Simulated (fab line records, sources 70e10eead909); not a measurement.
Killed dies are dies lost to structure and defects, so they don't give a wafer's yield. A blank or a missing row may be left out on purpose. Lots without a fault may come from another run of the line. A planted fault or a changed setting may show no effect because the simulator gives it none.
Problem report in the 8D (eight disciplines) form, filled by code | flow nand_harc | the parts of the form that need people (team, actions taken, sign-off) are left out

1. THE PROBLEM
thk_nm at NHARC_A_SGD_CUT_THK_MEAS_22 reads a mean of 137.3 nm on 2 wafers of 2 lots; wafers without a fault read 148.1 nm with a standard deviation of 1.7. That is -6.4 standard deviations from the usual mean.
The step: measures by ellipsometry.
First seen on wafer L498.1, day 26 03:38, on film_metro-01. The record holds 36 wafers of 12 lots with a number at this step. Rule for "out", or "out of limits": more than 4 standard deviations from the usual mean. The other wafers with a number count as sound.

2. WHAT IT IS AND WHAT IT IS NOT
question                    | is                           | is not
which readings at this step | thk_nm                       | -
which lots                  | L498, L502                   | L483, L484, L485, L486, L488, L489, L490, L491, L492, L505
which wafers of those lots  | L498.1, L502.4               | L498.2, L498.5, L502.3, L502.5
read on which gauges        | film_metro-01, film_metro-02 | -
when                        | from day 26 03:38            | up to then (29 sound wafers); but 5 sound wafers of L502, L505 came after

3. SUSPECTS, AND WHAT RULES EACH OUT
Counting: a tool at a process step up to the reading stays a suspect if it ran every lot that is out. Sound lots after the first of them don't rule it out here, since some wafers of a struck lot are sound.
- the gauge at NHARC_A_SGD_CUT_THK_MEAS_22: ruled out. The wafers that are out were read on 2 gauges (film_metro-01, film_metro-02).
- fcvd-02 at NHARC_A_SGD_CUT_DEP_20 (deposits SiO2, target thk 150 nm): kept. It ran every lot that is out, first L498 (day 25 23:44); its last sound lot up to then is L491 (day 23 09:36).
Left after counting: fcvd-02 at NHARC_A_SGD_CUT_DEP_20.

4. THE CAUSE (what the simulator had put in)
Process parameter drift: fcvd-02, from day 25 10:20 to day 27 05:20, at NHARC_A_SGD_CUT_DEP_20. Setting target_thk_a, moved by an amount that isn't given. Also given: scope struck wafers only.
Counting left only this tool.

5. THE CHAIN OF EFFECTS, in route order
Each row: a reading whose mean over the struck wafers that have a number lies more than 3 standard deviations from the usual. Only readings for which the record gives a usual standard deviation are gone through. hours: the time from each lot's start at the first step in this table that gives one to its start at this step, as a median over the lots. sigmas: the change in usual standard deviations.
hours | step                        | reading | usual    | on struck wafers | change | sigmas
0     | NHARC_A_SGD_CUT_THK_MEAS_22 | thk_nm  | 148.1 nm | 137.3            | -10.8  | -6.4

6. WHAT WOULD HAVE CAUGHT IT SOONER
In this record the first reading out of limits at a measuring or inspecting step was taken at day 26 03:38, 17 hours after the fault began at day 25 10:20.
Of the lots that are out (2), L502 began NHARC_A_SGD_CUT_DEP_20 on fcvd-02 after day 26 03:38. A hold on the tool at that time would have spared it.
